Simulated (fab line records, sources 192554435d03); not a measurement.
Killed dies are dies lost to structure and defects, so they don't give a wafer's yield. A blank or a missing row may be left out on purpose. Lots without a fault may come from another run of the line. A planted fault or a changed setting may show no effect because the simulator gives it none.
A struck lot beside a sound one | flow n5_finfet | 38 steps out of a route of 1938
Sound: wafers L517.1, L517.3, L517.5. Struck: wafers L525.1, L525.4, L525.5. The cause comes at the end.
At each step with rows: each side's tool, then ch and its chambers, then its first start. Under that, the readings that differ: sound wafers | struck wafers | difference of the means | sigmas: that difference in standard deviations of wafers without a fault.
alike: readings whose means differ by less than 2 such deviations, and words and numbers that are the same on both sides. not compared: withheld readings, readings that some wafer has no value for, bounds like >300 that may hide the same value, and numbers for which the record gives no deviation and whose values overlap.
The two part at a step that has a row with sigmas, a row that says differs or no value, or rows on one side only. Numbers that don't overlap but have no deviation are shown without sigmas and don't part them. A reading that every wafer of one side lacks parts them only if that side has two wafers or more.

first, 9 steps without rows for these wafers: N5_BEOL_M1_COAT_76 (time 60 s, resist thk 5 nm); N5_BEOL_M1_COAT_22 (resist thk 30 nm); N5_BEOL_M1_EBR_24; N5_BEOL_M1_SOFTBAKE_23 (time 60 s); N5_BEOL_M1_EXPOSE_25 (exposes mask V0, defocus 5 nm, target cd 24 nm); N5_BEOL_M1_PEB_26 (peb time 60 s); N5_BEOL_M1_DEVELOP_27 (develop time 30 s); N5_BEOL_M1_DESCUM_33 (chemistry O2, time 7 s); N5_BEOL_M1_ETCH_77 (etches underlayer in N2/H2, target depth 6.5 nm, time 5.2 s).
N5_BEOL_M1_ETCH_69: etches SiARC in CF4, target depth 15.6 nm, time 26 s.
  sound on rie_diel-02 ch 1,3, day 7 08:56; struck on rie_diel-03 ch 1,3, day 9 09:41
  alike: drypump_motor_current_A, etch_rf_on_time_s, oes_product_au, rf_fwd_power_W, rf_vpp_V, showerhead_plenum_p_Torr, throttle_valve_pct
  not compared: rf_hours_counter_h
then, 27 steps without rows for these wafers: N5_BEOL_M1_ALD_98 (deposits SiO2, target thk 2.5 nm, pulse time 1 s, co reactant pulse time 1 s); N5_BEOL_M1_ETCHBACK_99 (etches SiO2 in CHF3, target depth 5 nm, time 10.4 s); N5_BEOL_M1_ETCH_70 (etches SOC in N2/H2, target depth 80 nm, overetch 16 nm, time 120 s); N5_BEOL_M1_STRIP_71 (strips in N2/H2); N5_BEOL_M1_STRIP_78 (strips in N2/H2); N5_BEOL_M1_VIA_ETCH_34 (etches the open film in C4F6/O2, target depth 67.8 nm, time 64.4 s); N5_BEOL_M1_STRIP_83 (strips in C4F6/O2); N5_BEOL_M1_STRIP_36 (strips in N2/H2); N5_BEOL_M1_TRENCH_ETCH_37 (etches SiOC in C4F6/O2, target depth 55.207 nm, time 29 s); N5_BEOL_M1_ETCH_41 (etches SiCN in CH3F/O2, target depth 31.9 nm, time 57.8 s); N5_BEOL_M1_STRIP_97 (strips in N2/H2, time 10 s); N5_BEOL_M1_HM_STRIP_39 (strips TiN in peroxide tin strip, target depth 25 nm, time 158 s); N5_BEOL_M1_SRD_40 (time 30 s); N5_BEOL_M1_PRECLEAN_42 (cleans in residue remover, time 60 s); N5_BEOL_M1_SRD_43 (time 30 s); N5_BEOL_M1_DEGAS_44 (time 60 s); N5_BEOL_M1_PRE_CLEAN_45 (time 30 s); N5_BEOL_M1_ALD_84 (deposits TaN, pulse time 2 s, purge time 3 s, co reactant purge time 2 s); N5_BEOL_M1_SURFACE_TREAT_85; N5_BEOL_M1_CVD_47 (deposits Co from CCTBA/H2, target thk 3 nm, time 223.8 s); N5_BEOL_M1_SPUTTER_48 (material Cu, target thk 4.5 nm, time 8.29 s); N5_BEOL_M1_ANNEAL_49 (time 240 s); N5_BEOL_M1_SPUTTER_79 (material Cu, target thk 4.5 nm, time 8.29 s); N5_BEOL_M1_ANNEAL_80 (time 240 s); N5_BEOL_M1_SPUTTER_81 (material Cu, target thk 4.5 nm, time 8.29 s); N5_BEOL_M1_ANNEAL_82 (time 240 s); N5_BEOL_M1_SPUTTER_86 (material Cu, target thk 4.5 nm, time 8.29 s).
-- the record jumps here: 6 days lie between the struck wafers' starts before and after (it left off in module BEOL_M1 and takes up again in module PASSIVATION, whose first step shown is number 1936 of the route) --
N5_PASSIVATION_PROBE_49:
  the record has rows for the struck wafers here (prober-01, day 15 11:29) and none for the sound ones

WHERE THEY PART
Only at N5_PASSIVATION_PROBE_49, within this record.

WHY: what the simulator had put in
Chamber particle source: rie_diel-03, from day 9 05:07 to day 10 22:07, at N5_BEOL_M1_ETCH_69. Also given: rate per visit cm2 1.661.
